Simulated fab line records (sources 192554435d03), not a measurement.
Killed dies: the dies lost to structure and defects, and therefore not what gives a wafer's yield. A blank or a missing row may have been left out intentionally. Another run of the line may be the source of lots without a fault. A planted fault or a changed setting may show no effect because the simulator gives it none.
fab line records + flow n5-finfet
record:
- lots: 6
- wafers: 18
- last-day: 17
route steps=1938 shown BEOL_M8@1341
lots untouched by any fault: they come from a run of this same line in which no faults occurred
start-h: start of the lot's first displayed wafer, in hours after the record's first day + wait-h: hours elapsed since this lot's preceding step + " identical to the entry in the row above + L1.1+2: a single row standing in for several wafers + - no value, or no start given + * or withheld: withheld + < > ~ a bound
route shown NAME@n: a module of which the file shows steps, and the number in the route of the first + usual: mean/standard deviation of fault-free wafers + same: alike in all rows + chamber/n: place in a boat + sites: the reading at each site + _std_site: the standard deviation of these + _edge_site: inner sites' mean taken away from outer sites' mean + radius-mm: how far each site lies from the wafer's centre + mask NAME#n: copy n + behind: the tool/chamber that last shaped the wafer + hold: why the lot went on hold/how many hours it stayed there/how the hold came to an end + device: whichever transistor did not switch (one of n, p or np) + end of line: tests of these same wafers at the route's end + for a step that has no rows: nothing shown but its recipe + killed: not the wafer's yield, but the dies lost to structure and defects at the first sort + map: a wafer's dies, marking killed ones x, the rest . and places with no die _
set.NAME: the setting the step ran with; set.NAME@STEP: the setting that earlier step ran with + model.NAME: the simulator's own value behind a step, which no gauge read
lots at selected steps of the route; one table per step, one row per wafer
services: when a tool's chamber went out of use (start-h, in hours from the record's first day, below 0 if earlier), for how many hours, and the reason
== steps ==
step: N5_BEOL_M8_SOFTBAKE_06
recipe:
- temp-c: 110
- time-s: 60
- resist: CAR-ArF
step: N5_BEOL_M8_EXPOSE_08
recipe:
- mask-id: M8
- na: 1.35
- source-shape: dipole
- sigma-inner: 0.817
- sigma-outer: 0.97
- polarization: te
- dose-mj: 68.25
step: N5_BEOL_M8_PEB_09
recipe:
- peb-temp-c: withheld
- peb-time-s: 60
- resist: CAR-ArF
step: N5_BEOL_M8_DEVELOP_10
recipe:
- develop-time-s: 30
- developer: TMAH
- resist: CAR-ArF
- rinse-liquid: diw
- dry: air-spin
- dev-temp-c: 23
step: N5_BEOL_M8_CD_MEAS_11
recipe:
- target-cd-nm: 38.5
- landing-energy-ev: 500
- detector: se-inlens
- polarity: opening
usual:
- cd-nm: 38.4/0.64
| lot.wafer | tool      | chamber | start-h | wait-h | cd-nm |
|-----------|-----------|---------|---------|--------|-------|
| L369.1    | cd-sem-01 | 0       | 210.83  | -      | 38.6  |
| L369.4    | "         | 0       | "       | "      | 38.4  |
| L369.5    | "         | 0       | "       | "      | 38.9  |
| L371.1    | cd-sem-03 | 0       | 254.76  | -      | 37.6  |
| L371.3    | "         | 0       | "       | "      | 37.4  |
| L371.5    | "         | 0       | "       | "      | 36.9  |
| L374.2    | cd-sem-03 | 0       | 254.93  | -      | 39.1  |
| L374.4    | "         | 0       | "       | "      | 38.2  |
| L374.6    | "         | 0       | "       | "      | 37.8  |
| L383.2    | cd-sem-02 | 0       | 307.27  | -      | 38.3  |
| L383.3    | "         | 0       | "       | "      | 38.1  |
| L383.5    | "         | 0       | "       | "      | 39.0  |
| L387.1    | cd-sem-03 | 0       | 314.34  | -      | 38.0  |
| L387.2    | "         | 0       | "       | "      | 38.5  |
| L387.4    | "         | 0       | "       | "      | 39.4  |
| L386.3    | cd-sem-03 | 0       | 318.52  | -      | 38.4  |
| L386.4    | "         | 0       | "       | "      | 36.8  |
| L386.6    | "         | 0       | "       | "      | 38.2  |
step: N5_BEOL_M8_OVL_MEAS_12
recipe:
- points-per-wafer: 44
usual:
- M8_OVL: -0.3/0.76
| lot.wafer | tool       | chamber | start-h | wait-h | M8_OVL[nm] |
|-----------|------------|---------|---------|--------|------------|
| L369.1    | overlay-01 | 0       | 210.86  | 0.0    | -0.3       |
| L369.4    | "          | 0       | "       | "      | -0.8       |
| L369.5    | "          | 0       | "       | "      | -0.1       |
| L371.1    | overlay-01 | 0       | 254.79  | 0.0    | -1.0       |
| L371.3    | "          | 0       | "       | "      | -1.6       |
| L371.5    | "          | 0       | "       | "      | -0.7       |
| L374.2    | overlay-02 | 0       | 254.96  | 0.0    | -1.2       |
| L374.4    | "          | 0       | "       | "      | -0.7       |
| L374.6    | "          | 0       | "       | "      | -0.2       |
| L383.2    | overlay-02 | 0       | 307.29  | 0.0    | 0.1        |
| L383.3    | "          | 0       | "       | "      | -0.6       |
| L383.5    | "          | 0       | "       | "      | -1.1       |
| L387.1    | overlay-01 | 0       | 314.37  | 0.0    | -0.6       |
| L387.2    | "          | 0       | "       | "      | 0.0        |
| L387.4    | "          | 0       | "       | "      | -1.1       |
| L386.3    | overlay-01 | 0       | 318.55  | 0.0    | 1.2        |
| L386.4    | "          | 0       | "       | "      | -0.1       |
| L386.6    | "          | 0       | "       | "      | -0.1       |
step: N5_BEOL_M8_INSPECT_13
recipe:
- mode: adi
- inspect-instrument: brightfield
usual:
- raw-defect-count: 408/90
| lot.wafer | tool              | chamber | start-h | wait-h | raw-defect-count |
|-----------|-------------------|---------|---------|--------|------------------|
| L369.1    | defect-inspect-02 | -       | 210.88  | 0.0    | 405              |
| L369.4    | "                 | -       | "       | "      | 366              |
| L369.5    | "                 | -       | "       | "      | 240              |
| L371.1    | defect-inspect-01 | -       | 254.81  | 0.0    | 360              |
| L371.3    | "                 | -       | "       | "      | 398              |
| L371.5    | "                 | -       | "       | "      | 442              |
| L374.2    | defect-inspect-01 | -       | 254.98  | 0.0    | 455              |
| L374.4    | "                 | -       | "       | "      | 427              |
| L374.6    | "                 | -       | "       | "      | 387              |
| L383.2    | defect-inspect-01 | -       | 307.32  | 0.0    | 327              |
| L383.3    | "                 | -       | "       | "      | 403              |
| L383.5    | "                 | -       | "       | "      | 505              |
| L387.1    | defect-inspect-02 | -       | 314.40  | 0.0    | 262              |
| L387.2    | "                 | -       | "       | "      | 423              |
| L387.4    | "                 | -       | "       | "      | 432              |
| L386.3    | defect-inspect-02 | -       | 318.58  | 0.0    | 525              |
| L386.4    | "                 | -       | "       | "      | 350              |
| L386.6    | "                 | -       | "       | "      | 313              |
step: N5_BEOL_M8_DESCUM_16
recipe:
- chemistry: O2
- time-s: 7.9
- source-power-w: 50
- bias-power-w: 20
- pressure-mtorr: 20
- rf-frequency-hz: 2.712e+07
- temp-c: 40
- resist: CAR-ArF
- o2-flow-sccm: 225
usual:
- drypump-motor-current-A: 6.0/0.44
- oes-product-au: 0.82/0.097
- rf-vpp-V: 243.6/1.5
- showerhead-plenum-p-Torr: 2.11/0.075
- throttle-valve-pct: 20.32/0.21
| lot.wafer | tool        | chamber | start-h | wait-h | drypump-motor-current-A | oes-product-au | rf-hours-counter-h | rf-vpp-V | showerhead-plenum-p-Torr | throttle-valve-pct |
|-----------|-------------|---------|---------|--------|-------------------------|----------------|--------------------|----------|--------------------------|--------------------|
| L369.1    | rie-diel-04 | 2       | 211.11  | 0.2    | 6.0                     | 0.82           | 90                 | 244.1    | 2.19                     | 20.33              |
| L369.4    | "           | 0       | "       | "      | 5.9                     | 0.85           | 54                 | 244.1    | 2.20                     | 20.55              |
| L369.5    | "           | 2       | "       | "      | 6.0                     | 0.81           | -                  | 244.2    | 2.19                     | 20.33              |
| L371.1    | rie-diel-02 | 0       | 254.85  | 0.0    | 5.8                     | 0.70           | 210                | 241.5    | 2.00                     | 20.46              |
| L371.3    | "           | 1       | "       | "      | 6.4                     | 0.81           | 84                 | 242.8    | 2.12                     | 20.49              |
| L371.5    | "           | 1       | "       | "      | 6.4                     | 0.81           | -                  | 244.9    | 2.12                     | 20.48              |
| L374.2    | rie-diel-04 | 1       | 255.06  | 0.1    | 5.8                     | 0.91           | 22                 | 244.6    | 2.13                     | 20.16              |
| L374.4    | "           | 0       | "       | "      | 5.9                     | 0.85           | 66                 | 244.5    | 2.20                     | 20.55              |
| L374.6    | "           | 1       | "       | "      | 5.9                     | 0.91           | -                  | 242.6    | 2.13                     | 20.16              |
| L383.2    | rie-diel-06 | 1       | 307.63  | 0.3    | 5.8                     | 0.76           | 140                | 241.7    | 2.02                     | 20.34              |
| L383.3    | "           | 2       | "       | "      | 4.9                     | 0.98           | 5                  | 242.0    | 2.07                     | 20.27              |
| L383.5    | "           | 3       | "       | "      | 6.4                     | 0.74           | -                  | 246.4    | 2.18                     | 20.54              |
| L387.1    | rie-diel-04 | 3       | 314.70  | 0.3    | 5.8                     | 0.90           | 37                 | 246.5    | 2.23                     | 19.87              |
| L387.2    | "           | 1       | "       | "      | 5.9                     | 0.88           | 42                 | 243.5    | 2.12                     | 20.21              |
| L387.4    | "           | 0       | "       | "      | 5.9                     | 0.82           | 87                 | 244.6    | 2.19                     | 20.59              |
| L386.3    | rie-diel-02 | 3       | 318.61  | 0.0    | 6.8                     | 0.90           | 22                 | 241.9    | 2.03                     | 20.40              |
| L386.4    | "           | 2       | "       | "      | 5.9                     | 0.91           | 31                 | 243.7    | 2.04                     | 20.16              |
| L386.6    | "           | 2       | "       | "      | 5.9                     | 0.91           | -                  | 243.6    | 2.04                     | 20.14              |
step: N5_BEOL_M8_ETCH_61
recipe:
- chemistry: CF4
- target: SiARC
- target-depth-a: 455
- mask-material: CAR-ArF
- time-s: 75.8
- ion-energy-ev: 80
- pressure-mtorr: 40
- source-w: 545
- bias-w: 36
- Ar_flow_sccm: 100
- cf4-flow-sccm: 100
- ends: cleared
usual:
- drypump-motor-current-A: 6.0/0.44
- etch-rf-on-time-s: 76.7/2.3
- oes-product-au: 0.70/0.082
- rf-vpp-V: 184.4/1.2
- showerhead-plenum-p-Torr: 2.16/0.077
- throttle-valve-pct: 15.49/0.18
| lot.wafer | tool        | chamber | start-h | wait-h | drypump-motor-current-A | etch-rf-on-time-s | oes-product-au | rf-hours-counter-h | rf-vpp-V | showerhead-plenum-p-Torr | throttle-valve-pct |
|-----------|-------------|---------|---------|--------|-------------------------|-------------------|----------------|--------------------|----------|--------------------------|--------------------|
| L369.1    | rie-diel-04 | 2       | 211.14  | 0.0    | 6.0                     | 75.6              | 0.69           | 90                 | 188.1    | 2.25                     | 15.61              |
| L369.4    | "           | 0       | "       | "      | 5.9                     | 79.9              | 0.71           | 54                 | 185.3    | 2.23                     | 15.56              |
| L369.5    | "           | 2       | "       | "      | 6.0                     | 75.8              | 0.70           | -                  | 185.6    | 2.25                     | 15.58              |
| L371.1    | rie-diel-02 | 0       | 254.88  | 0.0    | 5.8                     | 78.5              | 0.59           | 210                | 182.6    | 2.03                     | 15.56              |
| L371.3    | "           | 1       | "       | "      | 6.3                     | 77.2              | 0.68           | 84                 | 184.9    | 2.17                     | 15.58              |
| L371.5    | "           | 1       | "       | "      | 6.3                     | 76.8              | 0.70           | -                  | 184.3    | 2.17                     | 15.59              |
| L374.2    | rie-diel-04 | 1       | 255.10  | 0.0    | 5.8                     | 78.0              | 0.74           | 22                 | 185.1    | 2.17                     | 15.33              |
| L374.4    | "           | 0       | "       | "      | 5.9                     | 79.2              | 0.70           | 66                 | 186.5    | 2.23                     | 15.60              |
| L374.6    | "           | 1       | "       | "      | 5.8                     | 77.2              | 0.76           | -                  | 183.8    | 2.17                     | 15.31              |
| L383.2    | rie-diel-06 | 1       | 307.67  | 0.0    | 5.8                     | 80.0              | 0.64           | 140                | 183.3    | 2.06                     | 15.52              |
| L383.3    | "           | 2       | "       | "      | 4.9                     | 73.1              | 0.84           | 5                  | 182.6    | 2.11                     | 15.21              |
| L383.5    | "           | 3       | "       | "      | 6.4                     | 77.0              | 0.63           | -                  | 185.2    | 2.22                     | 15.65              |
| L387.1    | rie-diel-04 | 3       | 314.74  | 0.0    | 5.8                     | 70.6              | 0.79           | 37                 | 186.0    | 2.28                     | 15.12              |
| L387.2    | "           | 1       | "       | "      | 5.8                     | 76.9              | 0.71           | 42                 | 183.2    | 2.16                     | 15.35              |
| L387.4    | "           | 0       | "       | "      | 5.9                     | 78.2              | 0.69           | 87                 | 185.3    | 2.22                     | 15.64              |
| L386.3    | rie-diel-02 | 3       | 318.64  | 0.0    | 6.8                     | 78.1              | 0.74           | 22                 | 182.6    | 2.09                     | 15.60              |
| L386.4    | "           | 2       | "       | "      | 5.9                     | 76.4              | 0.78           | 31                 | 184.1    | 2.12                     | 15.42              |
| L386.6    | "           | 2       | "       | "      | 5.9                     | 76.5              | 0.78           | -                  | 183.6    | 2.12                     | 15.44              |
step: N5_BEOL_M8_ETCH_62
recipe:
- chemistry: N2/H2
- target: SOC
- target-depth-a: 1100
- overetch-a: 220
- mask-material: SiARC
- temp-c: 40
- time-s: 165
- ion-energy-ev: 200
- pressure-mtorr: 30
- source-w: 840
- bias-w: 150
- n2-flow-sccm: 200
- h2-flow-sccm: 200
usual:
- drypump-motor-current-A: 6.0/0.44
- h2-flow-sccm: 200.0/0.63
- oes-product-au: 0.70/0.073
- rf-vpp-V: 524.4/2.6
- showerhead-plenum-p-Torr: 2.56/0.1
- throttle-valve-pct: 17.72/0.26
| lot.wafer | tool        | chamber | start-h | wait-h | drypump-motor-current-A | h2-flow-sccm | oes-product-au | rf-hours-counter-h | rf-vpp-V | showerhead-plenum-p-Torr | throttle-valve-pct |
|-----------|-------------|---------|---------|--------|-------------------------|--------------|----------------|--------------------|----------|--------------------------|--------------------|
| L369.1    | rie-diel-04 | 2       | 211.20  | 0.0    | 5.9                     | 200.0        | 0.69           | 90                 | 526.4    | 2.67                     | 17.83              |
| L369.4    | "           | 0       | "       | "      | 5.9                     | 200.3        | 0.73           | 54                 | 528.1    | 2.71                     | 18.15              |
| L369.5    | "           | 2       | "       | "      | 6.0                     | 200.1        | 0.69           | -                  | 527.9    | 2.67                     | 17.82              |
| L371.1    | rie-diel-02 | 0       | 254.94  | 0.0    | 5.8                     | 200.2        | 0.60           | 210                | 519.4    | 2.40                     | 17.66              |
| L371.3    | "           | 1       | "       | "      | 6.3                     | 199.7        | 0.69           | 84                 | 524.3    | 2.56                     | 17.69              |
| L371.5    | "           | 1       | "       | "      | 6.3                     | 199.9        | 0.69           | -                  | 523.8    | 2.56                     | 17.71              |
| L374.2    | rie-diel-04 | 1       | 255.16  | 0.0    | 5.8                     | 199.6        | 0.75           | 22                 | 524.9    | 2.59                     | 17.56              |
| L374.4    | "           | 0       | "       | "      | 5.9                     | 200.0        | 0.72           | 66                 | 528.0    | 2.70                     | 18.16              |
| L374.6    | "           | 1       | "       | "      | 5.8                     | 200.2        | 0.75           | -                  | 525.8    | 2.59                     | 17.57              |
| L383.2    | rie-diel-06 | 1       | 307.72  | 0.0    | 5.8                     | 199.1        | 0.65           | 140                | 521.7    | 2.44                     | 17.74              |
| L383.3    | "           | 2       | "       | "      | 4.9                     | 200.4        | 0.82           | 5                  | 523.6    | 2.51                     | 17.70              |
| L383.5    | "           | 3       | "       | "      | 6.4                     | 199.3        | 0.63           | -                  | 526.4    | 2.64                     | 17.96              |
| L387.1    | rie-diel-04 | 3       | 314.79  | 0.0    | 5.8                     | 200.6        | 0.75           | 37                 | 528.9    | 2.70                     | 17.21              |
| L387.2    | "           | 1       | "       | "      | 5.8                     | 199.6        | 0.72           | 42                 | 526.1    | 2.58                     | 17.57              |
| L387.4    | "           | 0       | "       | "      | 5.9                     | 200.7        | 0.69           | 87                 | 527.2    | 2.69                     | 18.17              |
| L386.3    | rie-diel-02 | 3       | 318.70  | 0.0    | 6.8                     | 200.2        | 0.76           | 22                 | 521.2    | 2.47                     | 17.79              |
| L386.4    | "           | 2       | "       | "      | 5.9                     | 200.4        | 0.78           | 32                 | 523.0    | 2.47                     | 17.33              |
| L386.6    | "           | 2       | "       | "      | 5.9                     | 200.2        | 0.78           | -                  | 523.9    | 2.47                     | 17.34              |
step: N5_BEOL_M8_STRIP_68
recipe:
- chemistry: N2/H2
- temp-c: 40
- n2-flow-sccm: 200
- h2-flow-sccm: 200
- rf-frequency-hz: 6e+07
step: N5_BEOL_M8_STRIP_67
recipe:
- chemistry: CF4
- resist: SiARC
- power-w: 300
- bias-power-w: 75
- pressure-mtorr: 50
- cf4-flow-sccm: 150
- rf-frequency-hz: 6e+07
usual:
- drypump-motor-current-A: 6.0/0.44
- oes-product-au: 0.82/0.087
- rf-vpp-V: 271.3/1.7
- showerhead-plenum-p-Torr: 1.81/0.067
- throttle-valve-pct: 13.47/0.2
| lot.wafer | tool        | chamber | start-h | wait-h | drypump-motor-current-A | oes-product-au | rf-hours-counter-h | rf-vpp-V | showerhead-plenum-p-Torr | throttle-valve-pct |
|-----------|-------------|---------|---------|--------|-------------------------|----------------|--------------------|----------|--------------------------|--------------------|
| L369.1    | rie-diel-04 | 2       | 211.35  | 0.0    | 6.0                     | 0.81           | 91                 | 272.7    | 1.89                     | 13.56              |
| L369.4    | "           | 0       | "       | "      | 5.9                     | 0.85           | 54                 | 271.9    | 1.87                     | 13.56              |
| L369.5    | "           | 2       | "       | "      | 6.0                     | 0.81           | -                  | 273.4    | 1.89                     | 13.58              |
| L371.1    | rie-diel-02 | 0       | 255.09  | 0.0    | 5.8                     | 0.71           | 210                | 269.4    | 1.71                     | 13.63              |
| L371.3    | "           | 1       | "       | "      | 6.3                     | 0.82           | 84                 | 270.3    | 1.80                     | 13.48              |
| L371.5    | "           | 1       | "       | "      | 6.3                     | 0.82           | -                  | 270.4    | 1.80                     | 13.47              |
| L374.2    | rie-diel-04 | 1       | 255.30  | 0.0    | 5.8                     | 0.88           | 22                 | 272.3    | 1.80                     | 13.20              |
| L374.4    | "           | 0       | "       | "      | 5.9                     | 0.85           | 66                 | 273.4    | 1.87                     | 13.60              |
| L374.6    | "           | 1       | "       | "      | 5.8                     | 0.88           | -                  | 271.0    | 1.80                     | 13.21              |
| L383.2    | rie-diel-06 | 1       | 307.87  | 0.0    | 5.8                     | 0.76           | 140                | 269.4    | 1.73                     | 13.52              |
| L383.3    | "           | 2       | "       | "      | 4.9                     | 0.97           | 5                  | 271.8    | 1.77                     | 13.15              |
| L383.5    | "           | 3       | "       | "      | 6.4                     | 0.75           | -                  | 270.2    | 1.88                     | 13.67              |
| L387.1    | rie-diel-04 | 3       | 314.94  | 0.0    | 5.8                     | 0.89           | 37                 | 270.9    | 1.92                     | 13.12              |
| L387.2    | "           | 1       | "       | "      | 5.8                     | 0.85           | 42                 | 270.6    | 1.79                     | 13.27              |
| L387.4    | "           | 0       | "       | "      | 5.9                     | 0.83           | 87                 | 273.5    | 1.86                     | 13.63              |
| L386.3    | rie-diel-02 | 3       | 318.85  | 0.0    | 6.8                     | 0.90           | 22                 | 269.7    | 1.74                     | 13.51              |
| L386.4    | "           | 2       | "       | "      | 5.9                     | 0.91           | 32                 | 267.8    | 1.77                     | 13.33              |
| L386.6    | "           | 2       | "       | "      | 5.8                     | 0.91           | -                  | 269.6    | 1.77                     | 13.34              |
step: N5_BEOL_M8_HM_OPEN_17
recipe:
- chemistry: Cl2/BCl3
- target-depth-a: 200
- overetch-a: 60
- target: TiN
- mask-material: SOC
- ion-energy-ev: 150
- pressure-mtorr: 10
- icp-w: 1000
- bias-w: 126
- Cl2_flow_sccm: 53.25
- bcl3-flow-sccm: 21.75
- Ar_flow_sccm: 25
usual:
- bcl3-flow-sccm: 21.75/0.064
- drypump-motor-current-A: 5.7/0.4
- he-backside-leak-sccm: 3.50/0.22
- oes-product-au: 0.70/0.1
- throttle-valve-pct: 22.10/0.25
| lot.wafer | tool         | chamber | start-h | wait-h | bcl3-flow-sccm | drypump-motor-current-A | he-backside-leak-sccm | oes-product-au | rf-hours-counter-h | throttle-valve-pct | model.SOC_of_BEOL_M8_COAT_59.thk-nm |
|-----------|--------------|---------|---------|--------|----------------|-------------------------|-----------------------|----------------|--------------------|--------------------|-------------------------------------|
| L369.1    | rie-metal-03 | 0       | 211.39  | 0.0    | 21.76          | 5.9                     | 3.48                  | 0.66           | 33                 | 22.28              | 92                                  |
| L369.4    | "            | 1       | "       | "      | 21.72          | 5.3                     | 3.43                  | 0.52           | -                  | 22.41              | 92                                  |
| L369.5    | "            | 0       | "       | "      | 21.84          | 5.9                     | 3.60                  | 0.67           | -                  | 22.30              | 92                                  |
| L371.1    | rie-metal-03 | 1       | 255.13  | 0.0    | 21.74          | 5.3                     | 3.45                  | 0.83           | 0                  | 22.24              | 91.6                                |
| L371.3    | "            | 0       | "       | "      | 21.75          | 5.9                     | 3.23                  | 0.65           | -                  | 22.30              | 92.4                                |
| L371.5    | "            | 1       | "       | "      | 21.71          | 5.3                     | 3.22                  | 0.83           | -                  | 22.22              | 91.8                                |
| L374.2    | rie-metal-03 | 1       | 255.34  | 0.0    | 21.74          | 5.3                     | 3.61                  | 0.82           | 0                  | 22.23              | 92.6                                |
| L374.4    | "            | 0       | "       | "      | 21.68          | 5.9                     | 3.56                  | 0.65           | -                  | 22.30              | 93.6                                |
| L374.6    | "            | 1       | "       | "      | 21.78          | 5.3                     | 3.37                  | 0.82           | -                  | 22.26              | 92.6                                |
| L383.2    | rie-metal-02 | 0       | 307.91  | 0.0    | 21.69          | 5.8                     | 3.41                  | 0.76           | 11                 | 22.17              | 92.4                                |
| L383.3    | "            | 0       | "       | "      | 21.67          | 5.8                     | 3.44                  | 0.76           | -                  | 22.17              | 92.2                                |
| L383.5    | "            | 1       | "       | "      | 21.67          | 5.8                     | 3.42                  | 0.77           | -                  | 22.11              | 91.6                                |
| L387.1    | rie-metal-01 | 0       | 314.98  | 0.0    | 21.82          | 6.2                     | 3.69                  | 0.76           | 12                 | 21.68              | 91.2                                |
| L387.2    | "            | 0       | "       | "      | 21.81          | 6.2                     | 3.53                  | 0.77           | -                  | 21.67              | 91.4                                |
| L387.4    | "            | 0       | "       | "      | 21.77          | 6.2                     | 3.54                  | 0.76           | -                  | 21.68              | 91.6                                |
| L386.3    | rie-metal-01 | 0       | 318.95  | 0.1    | 21.77          | 6.2                     | 3.92                  | 0.74           | -                  | 21.71              | 91.4                                |
| L386.4    | "            | 0       | "       | "      | 21.80          | 6.2                     | 3.58                  | 0.74           | -                  | 21.70              | 91.8                                |
| L386.6    | "            | 0       | "       | "      | 21.81          | 6.2                     | 3.70                  | 0.74           | -                  | 21.71              | 92                                  |
step: N5_BEOL_M8_STRIP_19
recipe:
- chemistry: O2
- power-w: 400
- temp-c: 40
- pressure-mtorr: 30
- rf-frequency-hz: 6e+07
- bias-power-w: 0
- overash-fraction: 0.2
- o2-flow-sccm: 225
usual:
- drypump-motor-current-A: 5.9/0.46
- oes-product-au: 0.80/0.094
- rf-vpp-V: 3.6/0.64
- showerhead-plenum-p-Torr: 2.11/0.073
- throttle-valve-pct: 16.58/0.2
| lot.wafer | tool        | chamber | start-h | wait-h | drypump-motor-current-A | oes-product-au | rf-hours-counter-h | rf-vpp-V | showerhead-plenum-p-Torr | throttle-valve-pct |
|-----------|-------------|---------|---------|--------|-------------------------|----------------|--------------------|----------|--------------------------|--------------------|
| L369.1    | rie-diel-04 | 0       | 211.50  | 0.1    | 5.9                     | 0.83           | 55                 | 4.3      | 2.21                     | 16.75              |
| L369.4    | "           | 3       | "       | "      | 5.8                     | 0.99           | 2                  | 4.3      | 2.25                     | 16.07              |
| L369.5    | "           | 2       | "       | "      | 6.0                     | 0.82           | -                  | 4.4      | 2.19                     | 16.57              |
| L371.1    | rie-diel-06 | 1       | 255.25  | 0.1    | 5.8                     | 0.77           | 119                | 4.0      | 2.03                     | 16.59              |
| L371.3    | "           | 0       | "       | "      | 6.4                     | 0.72           | 163                | 4.1      | 2.09                     | 16.52              |
| L371.5    | "           | 3       | "       | "      | 6.4                     | 0.77           | -                  | 3.0      | 2.19                     | 16.69              |
| L374.2    | rie-diel-02 | 2       | 255.46  | 0.1    | 5.9                     | 0.96           | 8                  | 3.0      | 2.05                     | 16.31              |
| L374.4    | "           | 2       | "       | "      | 5.8                     | 0.96           | -                  | 4.9      | 2.05                     | 16.30              |
| L374.6    | "           | 0       | "       | "      | 5.8                     | 0.69           | -                  | 3.6      | 2.01                     | 16.73              |
| L383.2    | rie-diel-04 | 2       | 308.22  | 0.3    | 6.0                     | 0.78           | 124                | 3.8      | 2.18                     | 16.63              |
| L383.3    | "           | 1       | "       | "      | 5.9                     | 0.87           | 40                 | 3.8      | 2.12                     | 16.44              |
| L383.5    | "           | 1       | "       | "      | 5.8                     | 0.87           | -                  | 4.9      | 2.12                     | 16.44              |
| L387.1    | rie-diel-06 | 3       | 315.19  | 0.2    | 6.4                     | 0.74           | 185                | 4.1      | 2.18                     | 16.75              |
| L387.2    | "           | 1       | "       | "      | 5.8                     | 0.75           | 144                | 2.3      | 2.02                     | 16.62              |
| L387.4    | "           | 0       | "       | "      | 6.4                     | 0.70           | 188                | 4.6      | 2.08                     | 16.53              |
| L386.3    | rie-diel-06 | 0       | 319.11  | 0.1    | 6.4                     | 0.69           | 190                | 3.8      | 2.08                     | 16.56              |
| L386.4    | "           | 3       | "       | "      | 6.4                     | 0.74           | 186                | 4.0      | 2.18                     | 16.73              |
| L386.6    | "           | 1       | "       | "      | 5.7                     | 0.75           | -                  | 4.0      | 2.02                     | 16.62              |
== services ==
| tool         | chamber | start-h | hours | kind                          |
|--------------|---------|---------|-------|-------------------------------|
| rie-diel-04  | 3       | 188.31  | -     | clean                         |
| rie-diel-04  | 3       | 188.31  | -     | consumable-replace:focus-ring |
| rie-diel-04  | 3       | 188.31  | -     | consumable-replace:showerhead |
| rie-diel-04  | 3       | 188.31  | 15.4  | scheduled-down                |
| rie-diel-04  | 3       | 188.31  | 15.4  | vent-cycle                    |
| rie-diel-06  | 2       | 189.17  | 6.4   | repair                        |
| rie-metal-03 | 0       | 191.21  | 15.5  | repair                        |
| rie-diel-06  | -       | 195.09  | 0.2   | repair                        |
| rie-diel-02  | 2       | 211.37  | -     | clean                         |
| rie-diel-02  | 2       | 211.37  | -     | consumable-replace:focus-ring |
| rie-diel-02  | 2       | 211.37  | 23.8  | scheduled-down                |
| rie-diel-02  | 2       | 211.37  | 23.8  | vent-cycle                    |
| rie-metal-03 | -       | 225.39  | 1.4   | pm                            |
| rie-diel-02  | 3       | 235.38  | -     | clean                         |
| rie-diel-02  | 3       | 235.38  | -     | consumable-replace:focus-ring |
| rie-diel-02  | 3       | 235.38  | 20.2  | scheduled-down                |
| rie-diel-02  | 3       | 235.38  | 20.2  | vent-cycle                    |
| rie-diel-06  | 2       | 274.97  | -     | clean                         |
| rie-diel-06  | 2       | 274.97  | -     | consumable-replace:focus-ring |
| rie-metal-03 | 0       | 277.46  | 1.2   | repair                        |
| rie-diel-06  | -       | 279.75  | 0.6   | repair                        |
| rie-metal-02 | 0       | 281.18  | 8.2   | repair                        |
| rie-metal-01 | -       | 282.30  | 2.8   | pm                            |
| rie-metal-01 | 1       | 313.16  | 2.2   | repair                        |
== key ==
first-sign none at tools or gauges
model-effect:
- step: N5_BEOL_M8_HM_OPEN_17
- value: SOC_of_BEOL_M8_COAT_59.thk-nm
- without: 92
- struck: 93
met-at N5_BEOL_M8_HM_OPEN_17
struck-wafers L371.3,L374.4
baseline-loss:
- step: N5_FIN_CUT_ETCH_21
- wafers: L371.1
onset-between 211.39 255.13
fault:
- kind: process-parameter-drift
- tool: rie-metal-03
- chamber: 0
- onset-h: 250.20
- steps: N5_BEOL_M8_HM_OPEN_17
- channel: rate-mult
- offset: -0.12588
- shape: step
- end-h: 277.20
baseline-loss: these wafers lose ten dies or more at that step, a loss of the line's own and not of a fault; the sort's usual values leave them out
